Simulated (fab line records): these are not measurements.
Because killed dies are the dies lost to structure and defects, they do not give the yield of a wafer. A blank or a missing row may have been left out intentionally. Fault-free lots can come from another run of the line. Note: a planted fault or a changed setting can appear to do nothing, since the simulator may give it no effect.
fab line records	flow nandHarc	part 1 of 2: steps 1 to 27 of 35
record: lots: 5	wafers: 15	lastDay: 33
route steps=1302 shown A_BLC@1122 A_M0@1137
lots that met no fault: taken from a fault-free run of the same line
startH: hours from the record's first day to the start of the lot's first wafer shown	waitH: hours since the lot's step before	" identical to the entry in the row above	L1.1+2: a single row standing in for several wafers	- no value, or no start was given	* or withheld: withheld	< > ~ a bound
route shown NAME@n: names a module that has steps shown in the file, with the first one's number in the route	usual: the fault-free wafers' mean and standard deviation	same: alike in all rows	chamber/n: place in a boat	sites: the reading at each site	_std_site: standard deviation across them	_edge_site: outer sites' mean less inner sites'	radiusMm: how far each site lies from the wafer's centre	mask NAME#n: copy n	behind: the tool/chamber that last shaped the wafer	hold: why the lot went on hold/how many hours it stayed there/how the hold came to an end	device: transistor that didn't switch, given as n, p or np	end of line: tests run on the same wafers once the route is complete	a step without rows: its recipe alone	killed: dies that structure and defects cost at the first sort, which is not the same as the wafer's yield	map: a wafer's dies, x killed, . not, _ none there
set.NAME: the setting the step ran with; set.NAME@STEP: the setting that earlier step ran with	model.NAME: the simulator's own value behind a step, which no gauge read
a table for each step, a row for each wafer; lots at some steps of the route
services: when a tool's chamber went out of use (startH, in hours from the record's first day, below 0 if earlier), for how many hours, and the reason
== steps ==
step: NHARC_A_BLC_ETCH_17
recipe: targetDepthA: 3900	overEtchFrac: 0.25	timeS: 609.38	ionEnergyEv: 200	n2FlowSccm: 150	h2FlowSccm: 150	arFlowSccm: 0	rfW: 400	biasW: 150	chemistry: N2/H2
usual: drypumpMotorCurrentA: 5.8/0.32	oesProductAu: 1.003/0.015	rfVppV: 431.3/2.6	showerheadPlenumPTorr: 2.07/0.089	throttleValvePct: 14.171/0.0084
lot.wafer	tool	chamber	startH	waitH	drypumpMotorCurrentA	oesProductAu	rfHoursCounterH	rfVppV	showerheadPlenumPTorr	throttleValvePct
L075.3	rieDiel-03	0	-	-	5.7	1.009	5	433.5	2.10	14.173
L075.4	"	1	"	"	5.9	0.982	6	428.2	1.98	14.176
L075.6	"	3	"	"	5.5	0.999	-	432.6	2.11	14.166
L079.2	rieDiel-10	0	-	-	6.2	1.009	11	427.2	1.96	14.167
L079.3	"	1	"	"	5.4	1.009	10	435.0	2.17	14.176
L079.4	"	2	"	"	6.0	1.003	7	429.3	2.01	14.182
L080.2	rieDiel-10	0	-	-	6.2	1.004	11	427.2	1.96	14.180
L080.1	"	2	"	"	5.9	0.994	8	429.6	2.01	14.153
L080.5	"	3	"	"	5.8	1.018	-	433.9	2.15	14.174
L096.1	rieDiel-10	3	-	-	5.8	1.020	9	432.8	2.14	14.164
L096.5	"	1	"	"	5.4	0.993	-	434.3	2.17	14.170
L096.6	"	2	"	"	5.9	1.017	-	430.0	2.00	14.175
L095.2	rieDiel-10	3	-	-	5.7	1.037	10	431.9	2.14	14.178
L095.3	"	2	"	"	5.9	1.029	11	428.7	2.00	14.171
L095.6	"	3	"	"	5.8	1.032	-	432.4	2.14	14.174
step: NHARC_A_BLC_ETCH_18
recipe: targetDepthA: 9100	c4f8FlowSccm: 20	o2FlowSccm: 10	arFlowSccm: withheld	rfW: 600	biasW: 1500	chemistry: C4F8/O2/Ar
usual: oesProductAu: 0.953/0.024	rfVppV: 980/5.5
lot.wafer	tool	chamber	startH	waitH	oesProductAu	rfHoursCounterH	rfVppV
L075.3	rieDiel-03	0	-	-	0.973	5	980
L075.4	"	3	"	"	0.946	5	982
L075.6	"	0	"	"	0.979	-	982
L079.4	rieDiel-10	0	-	-	0.992	11	974
L079.2	"	1	"	"	0.975	11	987
L079.3	"	3	"	"	1.006	10	985
L080.1	rieDiel-10	2	-	-	0.922	8	977
L080.2	"	0	"	"	0.937	12	972
L080.5	"	2	"	"	0.925	-	976
L096.1	rieDiel-10	0	-	-	0.960	8	972
L096.6	"	3	"	"	0.984	-	985
L096.5	"	0	"	"	0.951	-	974
L095.3	rieDiel-10	3	-	-	0.938	10	985
L095.2	"	1	"	"	0.911	11	987
L095.6	"	3	"	"	0.947	-	984
step: NHARC_A_BLC_CD_MEAS_19
usual: cdNm: 99/3.7
lot.wafer	tool	chamber	startH	waitH	cdNm
L075.3	cdSem-01	-	530.11	-	96
L075.4	"	-	"	"	98
L075.6	"	-	"	"	97
L079.2	cdSem-03	-	579.89	-	101
L079.3	"	-	"	"	100
L079.4	"	-	"	"	94
L080.1	cdSem-03	-	585.28	-	99
L080.2	"	-	"	"	94
L080.5	"	-	"	"	104
L096.1	cdSem-02	-	732.46	-	101
L096.5	"	-	"	"	98
L096.6	"	-	"	"	94
L095.2	cdSem-03	-	736.02	-	105
L095.3	"	-	"	"	99
L095.6	"	-	"	"	103
step: NHARC_A_BLC_STRIP_29
recipe: cf4FlowSccm: 150	arFlowSccm: 0	biasW: 0	chemistry: CF4
usual: drypumpMotorCurrentA: 5.9/0.35	oesProductAu: 0.997/0.014	rfVppV: 59.5/0.84	showerheadPlenumPTorr: 1.79/0.062	throttleValvePct: 13.285/0.0095
lot.wafer	tool	chamber	startH	waitH	drypumpMotorCurrentA	oesProductAu	rfHoursCounterH	rfVppV	showerheadPlenumPTorr	throttleValvePct
L075.4	rieDiel-10	2	530.19	0.1	5.9	0.996	5	58.6	1.74	13.287
L075.3	"	0	"	"	6.1	0.997	5	60.0	1.71	13.282
L075.6	"	2	"	"	5.9	0.990	-	59.0	1.74	13.276
L079.3	rieDiel-03	1	579.97	0.1	5.9	0.974	11	58.7	1.72	13.281
L079.4	"	2	"	"	6.6	0.966	10	60.9	1.77	13.298
L079.2	"	3	"	"	5.4	0.991	9	60.7	1.82	13.279
L080.2	rieDiel-03	2	585.37	0.1	6.6	0.968	11	60.0	1.77	13.284
L080.1	"	0	"	"	5.7	0.994	11	59.5	1.81	13.283
L080.5	"	1	"	"	5.9	0.980	-	60.1	1.72	13.298
L096.1	rieDiel-03	1	732.56	0.1	5.9	0.979	7	59.5	1.72	13.272
L096.6	"	2	"	"	6.6	0.981	-	59.8	1.76	13.292
L096.5	"	3	"	"	5.4	0.977	-	60.2	1.82	13.286
L095.3	rieDiel-10	1	736.09	0.1	5.4	0.995	11	61.2	1.87	13.284
L095.2	"	2	"	"	6.0	1.011	11	58.3	1.74	13.277
L095.6	"	2	"	"	5.9	1.017	-	59.2	1.74	13.275
step: NHARC_A_BLC_STRIP_21
recipe: o2FlowSccm: 500	arFlowSccm: 0	biasW: 0	chemistry: O2
usual: drypumpMotorCurrentA: 5.9/0.36	oesProductAu: 0.997/0.014	rfVppV: 57.9/0.91	showerheadPlenumPTorr: 3.57/0.12	throttleValvePct: 17.037/0.0083
lot.wafer	tool	chamber	startH	waitH	drypumpMotorCurrentA	oesProductAu	rfHoursCounterH	rfVppV	showerheadPlenumPTorr	throttleValvePct
L075.4	rieDiel-10	2	530.28	0.1	5.9	1.000	5	57.8	3.48	17.052
L075.3	"	1	"	"	5.4	1.004	6	58.8	3.74	17.027
L075.6	"	3	"	"	5.8	1.011	-	57.1	3.70	17.038
L079.2	rieDiel-03	0	580.06	0.1	5.7	0.985	10	57.2	3.62	17.024
L079.4	"	1	"	"	6.0	0.971	11	58.2	3.43	17.025
L079.3	"	3	"	"	5.4	0.998	9	59.3	3.63	17.044
L080.2	rieDiel-03	2	585.46	0.1	6.6	0.988	11	59.1	3.53	17.035
L080.1	"	0	"	"	5.7	0.999	11	58.2	3.62	17.045
L080.5	"	2	"	"	6.6	0.988	-	58.4	3.53	17.030
L096.1	rieDiel-03	0	732.65	0.1	5.7	0.991	9	59.8	3.61	17.050
L096.6	"	3	"	"	5.5	0.991	-	58.2	3.62	17.034
L096.5	"	0	"	"	5.7	0.990	-	57.6	3.61	17.036
L095.3	rieDiel-10	1	736.22	0.1	5.4	0.988	11	57.4	3.73	17.041
L095.2	"	2	"	"	6.0	1.008	11	57.0	3.47	17.043
L095.6	"	3	"	"	5.8	1.027	-	57.8	3.69	17.030
step: NHARC_A_BLC_STRIP_22
recipe: timeS: 600	tempC: 30	chemistry: postEtchResidueRemover
usual: tempC: 30.00/0.11
lot.wafer	tool	chamber	startH	waitH	tempC
L075.6	wetBench-05	3	530.44	-	29.89
L075.3	"	5	"	"	29.99
L075.4	"	6	"	"	29.98
L079.3	wetBench-09	0	580.22	-	30.02
L079.4	"	1	"	"	29.90
L079.2	"	2	"	"	29.84
L080.5	wetBench-07	2	585.62	-	30.00
L080.1	"	4	"	"	30.09
L080.2	"	5	"	"	30.13
L096.1	wetBench-05	7	732.79	-	30.16
L096.5	"	0	"	"	30.01
L096.6	"	1	"	"	30.02
L095.3	wetBench-07	2	736.35	-	30.06
L095.6	"	4	"	"	29.92
L095.2	"	5	"	"	30.05
step: NHARC_A_BLC_DEGAS_30
recipe: tempC: 300	timeS: 60
usual: heaterPowerW: 446/47
lot.wafer	tool	chamber	startH	waitH	heaterPowerW
L075.4	pvdSputter-01	-	530.71	-	404
L075.3	"	-	"	"	426
L075.6	"	-	"	"	417
L079.2	pvdSputter-01	-	580.48	-	411
L079.4	"	-	"	"	429
L079.3	"	-	"	"	437
L080.1	pvdSputter-03	-	585.89	-	433
L080.2	"	-	"	"	388
L080.5	"	-	"	"	437
L096.1	pvdSputter-01	-	733.05	-	512
L096.5	"	-	"	"	522
L096.6	"	-	"	"	402
L095.2	pvdSputter-01	-	736.62	-	524
L095.3	"	-	"	"	386
L095.6	"	-	"	"	401
step: NHARC_A_BLC_PRE_CLEAN_31
recipe: timeS: 15	biasV: 250	gas: Ar
lot.wafer	tool	chamber	startH	waitH
L075.3+4+6	pvdSputter-01	-	-	-
L079.2+3+4	pvdSputter-01	-	-	-
L080.1+2+5	pvdSputter-03	-	-	-
L096.1+6+5	pvdSputter-01	-	-	-
L095.2+3+6	pvdSputter-01	-	-	-
step: NHARC_A_BLC_PVD_32
recipe: targetThkA: 50	chamberPressurePa: 5	powerW: 5000	substrateTempC: 200	timeS: 17.7	material: Ti
usual: throttleValvePct: 29.3/0.78
lot.wafer	tool	chamber	startH	waitH	throttleValvePct
L075.4	pvdSputter-01	-	-	-	27.9
L075.3	"	-	"	"	29.5
L075.6	"	-	"	"	27.8
L079.3	pvdSputter-01	-	-	-	28.8
L079.2	"	-	"	"	28.9
L079.4	"	-	"	"	28.0
L080.1	pvdSputter-03	-	-	-	29.9
L080.2	"	-	"	"	29.7
L080.5	"	-	"	"	29.7
L096.1	pvdSputter-01	-	-	-	29.0
L096.5	"	-	"	"	29.5
L096.6	"	-	"	"	28.8
L095.3	pvdSputter-01	-	-	-	28.0
L095.2	"	-	"	"	29.4
L095.6	"	-	"	"	28.8
step: NHARC_A_BLC_ALD_23
recipe: targetThkA: 30	pulseTimeS: 1	aldCycles: 150	tempC: 450	material: TiN
usual: heaterPowerW: 1083/130	precursorPulseHeightRel: 0.998/0.019
lot.wafer	tool	chamber	startH	waitH	heaterPowerW	precursorPulseHeightRel
L075.3	aldMetal-03	0	530.96	-	915	1.018
L075.4	"	3	"	"	1302	0.980
L075.6	"	0	"	"	907	1.013
L079.2	aldMetal-04	0	580.73	-	1158	0.994
L079.3	"	2	"	"	995	1.034
L079.4	"	3	"	"	1000	1.029
L080.2	aldMetal-04	3	586.15	-	1009	0.974
L080.1	"	0	"	"	1180	0.989
L080.5	"	3	"	"	1002	1.002
L096.1	aldMetal-03	0	733.35	-	929	0.995
L096.6	"	1	"	"	1367	0.969
L096.5	"	2	"	"	1116	0.989
L095.3	aldMetal-03	2	736.90	-	1112	0.982
L095.2	"	3	"	"	1250	0.982
L095.6	"	1	"	"	1409	0.995
step: NHARC_A_BLC_CVD_24
recipe: targetThkA: 1500	tempC: 300	pressureTorr: 40	wf6FlowSccm: 40	h2FlowSccm: 1600	arFlowSccm: 1560	timeS: 434	material: W
usual: heaterPowerW: 465/40	throttleValvePct: 8.1/0.33
lot.wafer	tool	chamber	startH	waitH	heaterPowerW	throttleValvePct
L075.3	cvdW-02	0	-	-	493	7.6
L075.4	"	1	"	"	488	8.4
L075.6	"	0	"	"	513	7.8
L079.2	cvdW-01	0	-	-	484	8.0
L079.3	"	0	"	"	470	8.1
L079.4	"	0	"	"	482	8.0
L080.2	cvdW-01	1	-	-	384	8.2
L080.1	"	0	"	"	461	8.2
L080.5	"	1	"	"	402	8.1
L096.1	cvdW-02	0	-	-	500	7.8
L096.6	"	1	"	"	465	8.3
L096.5	"	0	"	"	500	7.9
L095.2	cvdW-02	1	-	-	481	8.4
L095.3	"	0	"	"	499	7.6
L095.6	"	1	"	"	480	8.4
step: NHARC_A_BLC_CMP_25
recipe: tOverpolishS: 30	targetThkNm: 150
usual: motorCurrentA: 11.9/0.58	overpolishRunS: 30.000/0.0091	retainingRingPressureFrac: 1.000/0.0051	timeToEndpointS: 31/3.1
lot.wafer	tool	chamber	startH	waitH	motorCurrentA	overpolishRunS	retainingRingPressureFrac	timeToEndpointS
L075.3	cmp-01	0	531.71	0.3	11.2	29.994	1.004	24
L075.4	"	1	"	"	13.2	30.012	1.003	34
L075.6	"	0	"	"	11.7	29.991	1.003	26
L079.2	cmp-01	2	582.06	0.7	11.0	29.974	1.007	30
L079.3	"	3	"	"	12.8	30.003	1.000	31
L079.4	"	0	"	"	10.8	30.006	0.997	28
L080.2	cmp-02	3	586.86	0.5	12.7	30.004	0.998	31
L080.1	"	2	"	"	11.6	29.991	1.001	33
L080.5	"	3	"	"	12.2	29.996	0.994	30
L096.1	cmp-01	2	734.37	0.4	12.5	30.017	1.000	30
L096.6	"	1	"	"	12.0	30.007	1.004	34
L096.5	"	2	"	"	11.5	29.992	1.005	26
L095.3	cmp-02	1	737.84	0.3	12.4	29.995	1.001	25
L095.2	"	2	"	"	11.5	29.999	0.991	34
L095.6	"	0	"	"	11.2	29.994	1.009	31
step: NHARC_A_BLC_SRD_27
lot.wafer	tool	chamber	startH	waitH
L075.4+6+3	wetBench-07	0,2,4	532.01	0.0
L079.2+3+4	wetBench-05	3,4,0	582.38	0.0
L080.1+5+2	wetBench-07	0,2,3	587.19	0.0
L096.6+1+5	wetBench-07	5,6,1	734.68	0.0
L095.3+2+6	wetBench-05	0,3,4	738.12	0.0
step: NHARC_A_BLC_INSPECT_28
usual: rawDefectCount: 495/120
lot.wafer	tool	chamber	startH	waitH	rawDefectCount
L075.3	defectInspect-02	-	532.09	0.1	529
L075.4	"	-	"	"	440
L075.6	"	-	"	"	444
L079.2	defectInspect-02	-	582.47	0.1	368
L079.3	"	-	"	"	436
L079.4	"	-	"	"	384
L080.1	defectInspect-02	-	587.26	0.1	577
L080.2	"	-	"	"	614
L080.5	"	-	"	"	517
L096.1	defectInspect-01	-	734.76	0.1	571
L096.5	"	-	"	"	515
L096.6	"	-	"	"	558
L095.2	defectInspect-01	-	738.20	0.1	331
L095.3	"	-	"	"	418
L095.6	"	-	"	"	367
step: NHARC_A_M0_DEP_00
recipe: targetThkA: 1500	targetThkNm: 150	tempC: withheld	pressureTorr: 5	flowSccm: 200	rfW: 600	material: SiOC
lot.wafer	tool	chamber	startH	waitH
L075.3+6+4	pecvd-04	0,1,2	532.25	0.2
L079.3+2+4	pecvd-01	1,2,2	582.53	0.1
L080.2+1+5	pecvd-01	1,2,1	587.34	0.1
L096.1+5+6	pecvd-04	1,1,2	735.13	0.4
L095.3+2+6	pecvd-04	0,1,0	738.26	0.1
step: NHARC_A_M0_DEHYDRATE_01
recipe: tempC: 150	timeS: 120
lot.wafer	tool	chamber	startH	waitH
L075.3+4+6	lithoTrack-01	0	532.57	-
L079.2+3+4	lithoTrack-04	0	582.94	-
L080.1+2+5	lithoTrack-04	0	587.88	0.4
L096.1+5+6	lithoTrack-06	0	735.53	-
L095.2+3+6	lithoTrack-04	0	738.67	-
step: NHARC_A_M0_HMDS_02
recipe: timeS: 30
lot.wafer	tool	chamber	startH	waitH
L075.3+4+6	lithoTrack-01	0	-	-
L079.2+3+4	lithoTrack-04	0	-	-
L080.1+2+5	lithoTrack-04	0	-	-
L096.1+5+6	lithoTrack-06	0	-	-
L095.2+3+6	lithoTrack-04	0	-	-
step: NHARC_A_M0_COAT_33
recipe: tempC: 200	timeS: 65
lot.wafer	tool	chamber	startH	waitH
L075.3+4+6	lithoTrack-01	0	-	-
L079.2+3+4	lithoTrack-04	0	-	-
L080.1+2+5	lithoTrack-04	0	-	-
L096.1+5+6	lithoTrack-06	0	-	-
L095.2+3+6	lithoTrack-04	0	-	-
step: NHARC_A_M0_COAT_03
recipe: spinRpm: 1500	resistThkNm: 90
lot.wafer	tool	chamber	startH	waitH
L075.3+4+6	lithoTrack-01	0	-	-
L079.2+3+4	lithoTrack-04	0	-	-
L080.1+2+5	lithoTrack-04	0	-	-
L096.1+5+6	lithoTrack-06	0	-	-
L095.2+3+6	lithoTrack-04	0	-	-
step: NHARC_A_M0_SOFTBAKE_04
recipe: tempC: 105	timeS: 55
lot.wafer	tool	chamber	startH	waitH
L075.3+4+6	lithoTrack-01	0	-	-
L079.2+3+4	lithoTrack-04	0	-	-
L080.1+2+5	lithoTrack-04	0	-	-
L096.1+5+6	lithoTrack-06	0	-	-
L095.2+3+6	lithoTrack-04	0	-	-
step: NHARC_A_M0_EBR_05
lot.wafer	tool	chamber	startH	waitH
L075.3+4+6	lithoTrack-01	0	-	-
L079.2+3+4	lithoTrack-04	0	-	-
L080.1+2+5	lithoTrack-04	0	-	-
L096.1+5+6	lithoTrack-06	0	-	-
L095.2+3+6	lithoTrack-04	0	-	-
step: NHARC_A_M0_EXPOSE_06
recipe: na: 1.35	targetCdNm: 80	doseMj: 83.25	maskId: A_M0
usual: exposureDoseMJCm2: 83.26/0.091
lot.wafer	tool	chamber	startH	waitH	mask	exposureDoseMJCm2
L075.3	arfiScanner-02	0	532.86	-	A_M0#0	83.22
L075.4	"	0	"	"	A_M0#0	83.17
L075.6	"	0	"	"	A_M0#0	83.24
L079.2	arfiScanner-01	0	583.11	-	A_M0#0	83.39
L079.3	"	0	"	"	A_M0#0	83.38
L079.4	"	0	"	"	A_M0#0	83.40
L080.1	arfiScanner-02	0	588.17	-	A_M0#0	83.21
L080.2	"	0	"	"	A_M0#0	83.17
L080.5	"	0	"	"	A_M0#0	83.25
L096.1	arfiScanner-02	0	735.82	-	A_M0#0	83.14
L096.5	"	0	"	"	A_M0#0	83.26
L096.6	"	0	"	"	A_M0#0	83.37
L095.2	arfiScanner-01	0	738.96	-	A_M0#0	83.04
L095.3	"	0	"	"	A_M0#0	83.20
L095.6	"	0	"	"	A_M0#0	83.10
step: NHARC_A_M0_PEB_07
recipe: pebTempC: 100	pebTimeS: 65
same: pebTimeS: 65
lot.wafer	tool	chamber	startH	waitH
L075.3+4+6	lithoTrack-04	0	532.92	0.0
L079.2+3+4	lithoTrack-01	0	583.16	0.1
L080.1+2+5	lithoTrack-06	0	588.23	0.1
L096.1+5+6	lithoTrack-01	0	735.88	0.1
L095.2+3+6	lithoTrack-06	0	739.02	0.1
step: NHARC_A_M0_DEVELOP_08
recipe: developTimeS: 35	devTempC: 23
lot.wafer	tool	chamber	startH	waitH
L075.3+4+6	lithoTrack-04	0	-	-
L079.2+3+4	lithoTrack-01	0	-	-
L080.1+2+5	lithoTrack-06	0	-	-
L096.1+5+6	lithoTrack-01	0	-	-
L095.2+3+6	lithoTrack-06	0	-	-
step: NHARC_A_M0_CD_MEAS_09
recipe: targetCdNm: 80	landingEnergyEv: 500
usual: cdNm: 80.2/0.89
same: landingEnergyEv: 500
lot.wafer	tool	chamber	startH	waitH	cdNm
L075.3	cdSem-03	0	533.00	-	79.5
L075.4	"	0	"	"	80.2
L075.6	"	0	"	"	80.2
L079.2	cdSem-02	0	583.24	-	79.6
L079.3	"	0	"	"	80.5
L079.4	"	0	"	"	80.3
L080.1	cdSem-03	0	588.31	-	79.4
L080.2	"	0	"	"	80.1
L080.5	"	0	"	"	81.2
L096.1	cdSem-02	0	735.96	-	81.3
L096.5	"	0	"	"	80.5
L096.6	"	0	"	"	79.8
L095.2	cdSem-02	0	739.10	-	80.7
L095.3	"	0	"	"	80.4
L095.6	"	0	"	"	80.5
step: NHARC_A_M0_OVL_MEAS_10
recipe: pitchNm: 160
usual: overlayXNm: 0.3/0.74	overlayYNm: -0.3/1
lot.wafer	tool	chamber	startH	waitH	overlayXNm	overlayYNm
L075.3	overlay-01	-	533.09	-	-0.3	0.3
L075.4	"	-	"	"	0.4	0.4
L075.6	"	-	"	"	-0.1	0.2
L079.2	overlay-02	-	583.33	-	0.2	-0.3
L079.3	"	-	"	"	-0.4	-0.8
L079.4	"	-	"	"	0.5	-0.5
L080.1	overlay-01	-	588.40	-	1.0	0.7
L080.2	"	-	"	"	0.3	1.0
L080.5	"	-	"	"	1.4	1.2
L096.1	overlay-02	-	736.05	-	0.1	-0.7
L096.5	"	-	"	"	0.5	-0.9
L096.6	"	-	"	"	0.2	-1.1
L095.2	overlay-02	-	739.18	-	-0.3	-0.8
L095.3	"	-	"	"	-0.5	-1.1
L095.6	"	-	"	"	-0.2	-0.5
step: NHARC_A_M0_INSPECT_11
usual: rawDefectCount: 79/38
lot.wafer	tool	chamber	startH	waitH	rawDefectCount
L075.3	defectInspect-02	-	533.12	0.0	82
L075.4	"	-	"	"	60
L075.6	"	-	"	"	65
L079.2	defectInspect-02	-	583.37	0.0	22
L079.3	"	-	"	"	24
L079.4	"	-	"	"	38
L080.1	defectInspect-02	-	588.44	0.0	106
L080.2	"	-	"	"	123
L080.5	"	-	"	"	127
L096.1	defectInspect-01	-	736.09	0.0	88
L096.5	"	-	"	"	77
L096.6	"	-	"	"	80
L095.2	defectInspect-01	-	739.22	0.0	34
L095.3	"	-	"	"	30
L095.6	"	-	"	"	31
